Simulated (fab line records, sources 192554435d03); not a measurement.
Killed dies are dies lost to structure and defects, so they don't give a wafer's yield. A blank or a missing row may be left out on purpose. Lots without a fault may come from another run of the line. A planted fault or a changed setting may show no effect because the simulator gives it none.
Which tool did it? | flow n5_finfet | 11 lots, 32 wafers sampled, at 3 steps of a route of 1938

WHAT THE GAUGES READ, wafer by wafer
N5_BEOL_M11_RS_MEAS_57: measures by four-point-probe.
lot  | measured     | on            | M11_RS (ohm/sq)
L743 | day 10 10:35 | film_metro-01 | 0.1540 0.1528 0.1484
L745 | day 10 19:57 | film_metro-01 | 0.1513 0.1538 0.1562
L744 | day 10 22:22 | film_metro-01 | 0.1480 0.1502 0.1515
L752 | day 12 22:15 | film_metro-01 | 0.1504 0.1477
L754 | day 13 03:25 | film_metro-01 | 0.1441 0.1527 0.1506
L757 | day 14 12:30 | film_metro-01 | 0.1441 0.1520 0.1506
L760 | day 14 22:45 | film_metro-01 | 0.1507 0.1518 0.1518
L761 | day 15 01:14 | film_metro-02 | 0.1505 0.1519 0.1522
L765 | day 16 14:25 | film_metro-01 | 0.1507 0.1546 0.1517
L764 | day 16 16:46 | film_metro-02 | 0.1530 0.1515 0.1494
L766 | day 16 22:40 | film_metro-02 | 0.1505 0.1513 0.1513

WHICH TOOL RAN EACH LOT (tool, then ch and the chambers of the sampled wafers, then the start)
lot  | N5_BEOL_M11_SPUTTER_48       | N5_BEOL_M11_CMP_52
L743 | pvd_sputter-02, day 10 09:25 | cmp-03 ch 1,2,3, day 10 10:13
L745 | pvd_sputter-03, day 10 18:58 | cmp-03 ch 0,1,2, day 10 19:32
L744 | pvd_sputter-03, day 10 21:17 | cmp-02 ch 1,2,3, day 10 21:57
L752 | pvd_sputter-01, day 12 21:06 | cmp-01 ch 1,3, day 12 21:54
L754 | pvd_sputter-01, day 13 02:29 | cmp-03 ch 1,2, day 13 03:00
L757 | pvd_sputter-01, day 14 11:22 | cmp-03 ch 0,1, day 14 12:05
L760 | pvd_sputter-02, day 14 21:48 | cmp-02 ch 1,2,3, day 14 22:20
L761 | pvd_sputter-03, day 15 00:17 | cmp-02 ch 1,2,3, day 15 00:49
L765 | pvd_sputter-01, day 16 13:29 | cmp-02 ch 0,1,3, day 16 14:00
L764 | pvd_sputter-02, day 16 15:39 | cmp-03 ch 1,2,3, day 16 16:23
L766 | pvd_sputter-01, day 16 21:28 | cmp-02 ch 0,1,2, day 16 22:19
- N5_BEOL_M11_SPUTTER_48: material Cu, target thk 12 nm, time 2 s.
- N5_BEOL_M11_CMP_52: polishes, stops on SiCOH lowk, t overpolish 7 s, target thk 140 nm.

WHAT THE TOOLS THEMSELVES READ (means of the sampled wafers that have a number; where no wafer has one, the mark that the record gives instead)
N5_BEOL_M11_SPUTTER_48.
lot  | tool           | chuck_gas_flow_sccm (sccm) | throttle_valve_pct (%)
L743 | pvd_sputter-02 | 1.26                       | 29.7
L745 | pvd_sputter-03 | 1.27                       | 30.5
L744 | pvd_sputter-03 | 1.27                       | 29.9
L752 | pvd_sputter-01 | 1.27                       | 29.4
L754 | pvd_sputter-01 | 1.28                       | 30.2
L757 | pvd_sputter-01 | 1.30                       | 30.3
L760 | pvd_sputter-02 | 1.28                       | 30.4
L761 | pvd_sputter-03 | 1.28                       | 30.1
L765 | pvd_sputter-01 | 1.25                       | 30.1
L764 | pvd_sputter-02 | 1.23                       | 30.2
L766 | pvd_sputter-01 | 1.26                       | 30.1

N5_BEOL_M11_CMP_52.
lot  | tool   | barrier_field_endpoint_s (s) | motor_current_A (A) | overpolish_run_s (s) | retaining_ring_pressure_frac | time_to_endpoint_s (s)
L743 | cmp-03 | 29.1                         | 6.0                 | 6.991                | 1.000                        | 68.5
L745 | cmp-03 | 28.7                         | 5.7                 | 7.006                | 0.999                        | 64.7
L744 | cmp-02 | 29.2                         | 5.8                 | 6.996                | 1.004                        | 67.4
L752 | cmp-01 | 29.1                         | 5.8                 | 7.005                | 1.002                        | 69.9
L754 | cmp-03 | 29.0                         | 6.0                 | 6.998                | 1.004                        | 64.9
L757 | cmp-03 | 28.7                         | 5.9                 | 6.989                | 0.997                        | 66.0
L760 | cmp-02 | 28.7                         | 5.9                 | 7.002                | 1.001                        | 65.0
L761 | cmp-02 | 29.1                         | 5.8                 | 7.006                | 1.004                        | 65.5
L765 | cmp-02 | 28.1                         | 5.9                 | 6.999                | 0.998                        | 65.6
L764 | cmp-03 | 28.3                         | 6.0                 | 7.007                | 1.000                        | 66.0
L766 | cmp-02 | 28.9                         | 5.9                 | 7.002                | 1.004                        | 63.5

THE ANSWER, worked out from the rows above alone
Rule: what is usual is taken from the lots themselves. Put in order of their means at a reading, lots are off if they are a third of the lots or fewer, leave a main group of 4 or more, and stand apart from it by a gap of 3 or more times the standard deviation of the main group's means; of several such gaps the widest counts. A main group whose means are all the same, to the digits that the tables above print for the reading, isn't used. A lot without any number at a reading at which 4 lots or more have one is off too. The other lots that the step has rows for count as sound. The gauges are gone through in route order, then the tools' own readings, and for those a lot's mean is taken as printed above. The first step at which some lot is off is used, and at that step the reading that is off furthest; a lot without a number counts as furthest.
No lot is off at any reading shown: from this, nothing can be told.

WHAT THE SIMULATOR HAD PUT IN
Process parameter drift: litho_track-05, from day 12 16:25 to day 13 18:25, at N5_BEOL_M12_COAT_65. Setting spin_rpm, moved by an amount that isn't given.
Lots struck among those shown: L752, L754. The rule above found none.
